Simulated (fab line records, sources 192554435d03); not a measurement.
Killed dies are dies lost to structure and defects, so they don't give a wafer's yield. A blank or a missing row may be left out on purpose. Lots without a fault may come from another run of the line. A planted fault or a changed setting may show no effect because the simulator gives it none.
Which tool did it? | flow n5_finfet | 11 lots, 32 wafers sampled, at 3 steps of a route of 1938

WHAT THE GAUGES READ, wafer by wafer
N5_START_INSPECT_01: inspects for defects (unpatterned scan).
lot  | measured    | on                | raw_defect_count
L393 | day 1 18:02 | defect_inspect-01 | 9 10 6
L395 | day 2 06:02 | defect_inspect-01 | 6 5
L397 | day 2 18:02 | defect_inspect-01 | 12 5 6
L400 | day 3 12:02 | defect_inspect-02 | 6 7 7
L403 | day 4 06:02 | defect_inspect-01 | 3 4 8
L404 | day 4 12:02 | defect_inspect-02 | 6 7 3
L406 | day 5 00:02 | defect_inspect-01 | 6 5 5
L407 | day 5 06:02 | defect_inspect-02 | 1 4 8
L413 | day 6 18:02 | defect_inspect-02 | 6 4 6
L414 | day 7 00:02 | defect_inspect-01 | 5 13 6
L415 | day 7 06:02 | defect_inspect-02 | 7 5 9

N5_ZERO_LAYER_CD_MEAS_11: target cd 2000 nm.
lot  | measured    | on        | cd_nm (nm)
L393 | day 1 18:39 | cd_sem-01 | 2003.9 2001.1 1996.9
L395 | day 2 06:38 | cd_sem-02 | 1997.5 2004.4
L397 | day 2 18:47 | cd_sem-02 | 2003.5 2004.9 2002.3
L400 | day 3 12:38 | cd_sem-01 | 1995.1 1997.1 1999.6
L403 | day 4 06:46 | cd_sem-01 | 1998.2 1999.4 2002.2
L404 | day 4 12:38 | cd_sem-02 | 1998.6 1997.9 2001.1
L406 | day 5 00:47 | cd_sem-01 | 2001.6 2002.3 2004.6
L407 | day 5 06:40 | cd_sem-01 | 2003.2 2000.2 2000.0
L413 | day 6 18:39 | cd_sem-03 | 2026.5 1999.6 2025.4
L414 | day 7 00:39 | cd_sem-03 | 2024.9 1998.2 2025.9
L415 | day 7 06:38 | cd_sem-02 | 2026.6 2003.5 2021.4

WHICH TOOL RAN EACH LOT (tool, then ch and the chambers of the sampled wafers, then the start)
lot  | N5_ZERO_LAYER_EXPOSE_08
L393 | krf_scanner-02 ch 0, day 1 18:29
L395 | krf_scanner-02 ch 0, day 2 06:28
L397 | krf_scanner-01 ch 0, day 2 18:37
L400 | krf_scanner-01 ch 0, day 3 12:28
L403 | krf_scanner-01 ch 0, day 4 06:35
L404 | krf_scanner-01 ch 0, day 4 12:28
L406 | krf_scanner-02 ch 0, day 5 00:37
L407 | krf_scanner-02 ch 0, day 5 06:30
L413 | krf_scanner-02 ch 0, day 6 18:28
L414 | krf_scanner-02 ch 0, day 7 00:29
L415 | krf_scanner-02 ch 0, day 7 06:28
- N5_ZERO_LAYER_EXPOSE_08: exposes mask ZERO, defocus 0 nm, target cd 2000 nm.

WHAT THE TOOLS THEMSELVES READ (means of the sampled wafers that have a number; where no wafer has one, the mark that the record gives instead)
The record holds no such reading with a usual standard deviation.

THE ANSWER, worked out from the rows above alone
Rule: what is usual is taken from the lots themselves. Put in order of their means at a reading, lots are off if they are a third of the lots or fewer, leave a main group of 4 or more, and stand apart from it by a gap of 3 or more times the standard deviation of the main group's means; of several such gaps the widest counts. A main group whose means are all the same, to the digits that the tables above print for the reading, isn't used. A lot without any number at a reading at which 4 lots or more have one is off too. The other lots that the step has rows for count as sound. The gauges are gone through in route order, then the tools' own readings, and for those a lot's mean is taken as printed above. The first step at which some lot is off is used, and at that step the reading that is off furthest; a lot without a number counts as furthest.
Off: L413, L414, L415, at N5_ZERO_LAYER_CD_MEAS_11 (cd_nm). The main group: mean 2000.7 nm, standard deviation 1.9.
A tool fits if, at a process step before that reading, it ran every lot that is off, and no sound lot after the first of them. The gauges at N5_ZERO_LAYER_CD_MEAS_11 are tried like those tools. One fits: krf_scanner-02 at N5_ZERO_LAYER_EXPOSE_08. Its last sound lot is L407 (day 5 06:30), its first lot that is off L413 (day 6 18:28): a fault that began between those two fits.

WHAT THE SIMULATOR HAD PUT IN
Process parameter drift: krf_scanner-02, from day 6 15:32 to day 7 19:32, at N5_ZERO_LAYER_EXPOSE_08. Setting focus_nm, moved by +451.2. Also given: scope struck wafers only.
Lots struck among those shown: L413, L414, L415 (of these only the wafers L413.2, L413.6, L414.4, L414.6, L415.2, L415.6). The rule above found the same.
